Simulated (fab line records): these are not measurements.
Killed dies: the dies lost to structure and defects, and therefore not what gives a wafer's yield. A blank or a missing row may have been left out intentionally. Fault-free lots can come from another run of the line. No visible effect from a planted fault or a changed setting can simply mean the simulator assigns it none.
8D (eight disciplines) problem report, filled in by code :: flow n5 finfet :: the parts of the form that need people (team, actions taken, sign-off) are left out

== 1. THE PROBLEM ==
killed at other at N5_PASSIVATION_PROBE_49 reads a mean of 1095.5 on 2 wafers of 2 lots; wafers without a fault read 3.0 with a standard deviation of 2.1. That is +99 or more standard deviations from the usual mean.
The first sign was on wafer L769.1 at day 16 15:43, on prober-01. At this step, 19 wafers from 7 lots have a number in the record. Rule for "out", or "out of limits": more than 4 standard deviations from the usual mean. The other wafers with a number count as sound.

== 2. WHAT IT IS, AND WHAT IT ISN'T ==
question: which readings at this step
is: killed at other, defect limited yield, killed dies, killed on rim, sort n pass, sort yield pct
is not: killed_at_M0_to_M3, killed_at_M4_up, killed at contacts, killed at front end, killed open, killed short, sort_bin_5_function, sort_bin_6_memory

question: which lots
is: L769, L772
is not: L760, L764, L773, L775, L776

question: which wafers of those lots
is: L769.1, L772.2
is not: L769.4, L772.6

question: read on which tools
is: prober-01, prober-02
is not: -

question: when
is: from day 16 15:43
is not: up to then (9 sound wafers); but 8 sound wafers of L769, L772, L775, L776 came after

== 3. SUSPECTS, AND WHAT RULES EACH OUT ==
Counting: a tool at a process step up to the reading stays a suspect if it ran every lot that is out. Sound lots after the first of them don't rule it out here, since some wafers of a struck lot are sound.
- pvd sputter-01 at N5_MIM_TOP_SPUTTER_03 (material TiN, target thk 35 nm, time 89.7 s): kept. Every lot that is out went through it, the first being L769 (day 16 00:58); the last sound lot it ran before that was L760 (day 13 11:54).
- rie diel-05 at N5_PASSIVATION_ETCH_15 (etches SiCN in CF4/N2, target depth 75 nm, time 81.2 s): kept. Every lot that is out went through it, the first being L769 (day 16 10:03); the last sound lot it ran before that was L764 (day 14 13:41). N5_PASSIVATION_ETCH_15: start missing for some lots; hours and lot order therefore follow N5_PASSIVATION_DEGAS_18.
- pvd sputter-02 at N5_PASSIVATION_DEGAS_18 (time 60 s): kept. Every lot that is out went through it, the first being L769 (day 16 10:03); the last sound lot it ran before that was L760 (day 13 18:16).
The count leaves pvd sputter-01 at N5_MIM_TOP_SPUTTER_03, rie diel-05 at N5_PASSIVATION_ETCH_15, and pvd sputter-02 at N5_PASSIVATION_DEGAS_18.

== 4. THE CAUSE (what the simulator had put in) ==
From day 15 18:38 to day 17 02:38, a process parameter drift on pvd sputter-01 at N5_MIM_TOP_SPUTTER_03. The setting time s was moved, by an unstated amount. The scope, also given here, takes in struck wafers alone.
Counting leaves 3 suspects; this tool is one of them.

== 5. THE CHAIN OF EFFECTS, in route order ==
One row per reading whose mean, taken over the struck wafers that have a number, lies over 3 standard deviations from the usual. Only readings whose record carries a usual standard deviation are examined. hours: median over the lots of the time between each lot's start at the first step of this table that gives one and its start at this step. sigmas: the change, counted in usual standard deviations.
hours: 0
step: N5_PASSIVATION_PROBE_49
reading: defect limited yield
usual: 91.4 %
on struck wafers: 0.0
change: -91.4
sigmas: -61

hours: 0
step: N5_PASSIVATION_PROBE_49
reading: killed at other
usual: 3.0
on struck wafers: 1095.5
change: +1092.5
sigmas: +99 or more

hours: 0
step: N5_PASSIVATION_PROBE_49
reading: killed dies
usual: 102
on struck wafers: 1180
change: +1078
sigmas: +63

hours: 0
step: N5_PASSIVATION_PROBE_49
reading: killed on rim
usual: 14
on struck wafers: 152
change: +138
sigmas: +31

hours: 0
step: N5_PASSIVATION_PROBE_49
reading: sort n pass
usual: 1078
on struck wafers: 0
change: -1078
sigmas: -60

hours: 0
step: N5_PASSIVATION_PROBE_49
reading: sort yield pct
usual: 91.3 %
on struck wafers: 0.0
change: -91.3
sigmas: -61
The process steps in it:
- N5_PASSIVATION_PROBE_49

== 6. WHAT WOULD HAVE CAUGHT IT SOONER ==
First out-of-limits reading in this record: day 16 15:43, which is 21 hours after fault onset at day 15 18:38.
An alarm limit of 4 standard deviations would not have fired on the tool readings at N5_MIM_TOP_SPUTTER_03 for which the record gives a usual standard deviation, since none of them was out on any struck wafer.
Of the lots that are out (2), L772 began N5_MIM_TOP_SPUTTER_03 on pvd sputter-01 after day 16 15:43. Putting the tool on hold at that point would have spared it.
